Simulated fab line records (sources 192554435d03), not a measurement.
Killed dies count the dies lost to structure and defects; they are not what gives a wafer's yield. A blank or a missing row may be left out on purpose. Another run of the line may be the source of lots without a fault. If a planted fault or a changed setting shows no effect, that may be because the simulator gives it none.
Matching of chambers + flow n5Finfet + N5_MOL_CONTACT_COAG_ETCH_105 on rieDiel-02: 4 sister chambers
The step etches SiARC in CF4, target depth 15.6 nm, time 26 s. 4 wafers are shown with their chamber, then 10 later ones without.

## WAFERS PAIRED WITH THEIR CHAMBERS
| wafer  | chamber | showerheadPlenumPTorr (Torr) |
|--------|---------|------------------------------|
| L075.4 | 2       | 2.20                         |
| L078.1 | 1       | 2.08                         |
| L080.2 | 0       | 2.29                         |
| L080.4 | 3       | 2.11                         |

## WAFERS WITHOUT THEIR CHAMBER
| wafer  | showerheadPlenumPTorr (Torr) |
|--------|------------------------------|
| L080.5 | 2.11                         |
| L083.2 | 2.08                         |
| L083.4 | 2.20                         |
| L083.6 | 2.08                         |
| L093.1 | 2.07                         |
| L093.3 | 2.28                         |
| L093.4 | 2.11                         |
| L097.2 | 2.07                         |
| L097.4 | 2.27                         |
| L097.5 | 2.19                         |

## CHAMBER TAKEN BY EACH
| wafer  | from the rows above | in truth |
|--------|---------------------|----------|
| L080.5 | 3                   | 3        |
| L083.2 | 1                   | 1        |
| L083.4 | 2                   | 2        |
| L083.6 | 1                   | 1        |
| L093.1 | 1                   | 1        |
| L093.3 | 0                   | 0        |
| L093.4 | 3                   | 3        |
| L097.2 | 1                   | 1        |
| L097.4 | 0                   | 0        |
| L097.5 | 2                   | 2        |
Placed correctly: 10 of 10. Left unplaced by these rows: 0. Placed wrongly: 0.
How it was worked out, from the rows above alone: a wafer's distance from a chamber is the root of the sum, over the readings, of the square of ((its reading less the chamber's mean) divided by the reading's scatter). The wafer belongs to the nearest chamber; if the next one is less than 2 further off, it can't be placed. Each chamber's mean is taken over the wafers shown for it. The scatter (one wafer shown for each chamber): square how far every hidden wafer sits from the nearest shown wafer, average those squares and take the square root.
